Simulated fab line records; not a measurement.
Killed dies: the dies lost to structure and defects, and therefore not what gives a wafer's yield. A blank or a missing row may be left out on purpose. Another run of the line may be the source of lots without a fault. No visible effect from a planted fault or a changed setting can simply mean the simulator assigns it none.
The tool behind it: which one? | flow n5_finfet | Sampling: 9 lots, 26 wafers, 2 of 1938 route steps

WHAT THE GAUGES READ, wafer by wafer
N5_BEOL_M1_CD_MEAS_18: pitch 36 nm, target cd 18 nm.
lot  | measured     | on        | cd_nm (nm)
L508 | day 6 21:58  | cd_sem-02 | 18.0 17.8 18.3
L506 | day 7 00:02  | cd_sem-01 | 17.9 17.8 18.0
L511 | day 7 15:14  | cd_sem-01 | 17.8 17.9 18.1
L512 | day 8 02:13  | cd_sem-02 | 17.9 17.8 18.0
L517 | day 9 03:41  | cd_sem-01 | 17.8 18.1
L520 | day 9 22:12  | cd_sem-02 | 18.3 17.9 18.6
L521 | day 9 23:53  | cd_sem-01 | 17.8 16.9 18.1
L527 | day 11 03:57 | cd_sem-03 | 17.9 17.9 18.3
L528 | day 11 12:05 | cd_sem-03 | 17.8 18.2 17.6

WHICH TOOL RAN EACH LOT (tool, then ch and the chambers of the sampled wafers, then the start)
lot  | N5_BEOL_M1_STRIP_19
L508 | rie_diel-02 ch 0,2,3, day 6 21:55
L506 | rie_diel-04 ch 0,1,2, day 6 23:58
L511 | rie_diel-05 ch 0,2,3, day 7 15:10
L512 | rie_diel-05 ch 0,1, day 8 02:09
L517 | rie_diel-04 ch 2,3, day 9 03:37
L520 | rie_diel-04 ch 2,3, day 9 22:08
L521 | rie_diel-04 ch 0,2,3, day 9 23:49
L527 | rie_diel-02 ch 0,1,3, day 11 03:53
L528 | rie_diel-02 ch 0,1,2, day 11 12:01
- N5_BEOL_M1_STRIP_19: strips in O2.

THE ANSWER, worked out from the rows above alone
Rule: usual is defined by the lots themselves. Put in order of their means at a reading, lots are off if they are a third of the lots or fewer, leave a main group of 4 or more, and stand apart from it by a gap of 3 or more times the standard deviation of the main group's means; of several such gaps the widest counts. A main group is skipped when, at the precision printed for the reading in the tables above, its means are all equal. A lot without any number at a reading at which 4 lots or more have one is off too. All remaining lots with rows at the step are treated as sound.
Across all readings shown, no lot is off: no conclusion can be drawn from this.

WHAT THE SIMULATOR HAD INSERTED
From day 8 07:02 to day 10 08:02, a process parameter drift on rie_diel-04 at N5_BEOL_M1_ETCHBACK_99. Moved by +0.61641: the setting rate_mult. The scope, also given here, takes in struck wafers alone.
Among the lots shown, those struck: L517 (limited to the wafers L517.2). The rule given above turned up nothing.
